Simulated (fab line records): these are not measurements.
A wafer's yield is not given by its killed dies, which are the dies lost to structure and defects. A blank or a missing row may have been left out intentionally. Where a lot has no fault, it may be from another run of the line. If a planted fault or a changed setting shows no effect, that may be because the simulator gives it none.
What tool caused it? + flow nand harc + 6 lots, 18 wafers sampled, at 5 steps of a route of 1302

## WHAT THE GAUGES SHOWED, per wafer
NHARC_END_SORT_01.
| lot  | measured     | on        | killed at array |
|------|--------------|-----------|-----------------|
| L457 | day 26 21:52 | prober-01 | 49 34 46        |

## TOOL THAT RAN EACH LOT (tool first, then ch and the chambers of the sampled wafers, then the start)
| lot  | NHARC_A_STAIRCASE_DEP_280       | NHARC_A_STAIRCASE_DEP_301       | NHARC_A_STAIRCASE_ETCH_453                  | NHARC_A_STAIRCASE_ETCH_315                  |
|------|---------------------------------|---------------------------------|---------------------------------------------|---------------------------------------------|
| L455 | pecvd-03 ch 0,1,2, day 17 18:01 | pecvd-04 ch 0,1,2, day 17 23:18 | rie diel-06 ch 0,2,3, no start              | rie diel-06 ch 0,1,3, no start              |
| L457 | pecvd-03 ch 0,1,2, day 18 19:35 | pecvd-01 ch 0,1,2, day 19 04:56 | rie diel-04 ch 0,1, day 26 21:52 or earlier | rie diel-04 ch 1,2, day 26 21:52 or earlier |
| L459 | pecvd-01 ch 1,2, day 19 17:07   | pecvd-01 ch 0,1,2, day 20 01:07 | rie diel-06 ch 1,3, no start                | rie diel-06 ch 0,3, no start                |
| L468 | pecvd-03 ch 0,1,2, day 23 04:55 | pecvd-01 ch 0,1, day 23 09:56   | rie diel-06 ch 1,2, no start                | rie diel-06 ch 0,1,2, no start              |
| L470 | pecvd-03 ch 0,1,2, day 24 10:02 | pecvd-04 ch 0,1, day 24 16:16   | rie diel-04 ch 0,1,2, no start              | rie diel-04 ch 1,2, no start                |
| L475 | pecvd-04 ch 0,1,2, day 26 05:35 | pecvd-03 ch 0,2, day 26 13:05   | rie diel-06 ch 0,1,2, no start              | rie diel-06 ch 0,1, no start                |
- NHARC_A_STAIRCASE_DEP_280: deposits SiON, target thk 30 nm.
- NHARC_A_STAIRCASE_DEP_301: deposits SiON, target thk 30 nm.
- NHARC_A_STAIRCASE_ETCH_453: etches the open film in CF4/O2, target depth 30 nm, overetch 3 nm, time 16.5 s.
- NHARC_A_STAIRCASE_ETCH_315: etches the open film in C4F8/O2/Ar, target depth 2500 nm, time 607.1 s.

## THE ANSWER, worked out from the rows above alone
Rule: the usual values come from the lots themselves. Put in order of their means at a reading, lots are off if they are a third of the lots or fewer, leave a main group of 4 or more, and stand apart from it by a gap of 3 or more times the standard deviation of the main group's means; of several such gaps the widest counts. The tables above print the reading to a certain number of digits; a main group whose means all agree to those digits is not used. A lot without any number at a reading at which 4 lots or more have one is off too. The other lots that the step has rows for count as sound.
None of the lots is off at any reading shown; this tells nothing.

## WHAT THE SIMULATOR HAD PUT IN
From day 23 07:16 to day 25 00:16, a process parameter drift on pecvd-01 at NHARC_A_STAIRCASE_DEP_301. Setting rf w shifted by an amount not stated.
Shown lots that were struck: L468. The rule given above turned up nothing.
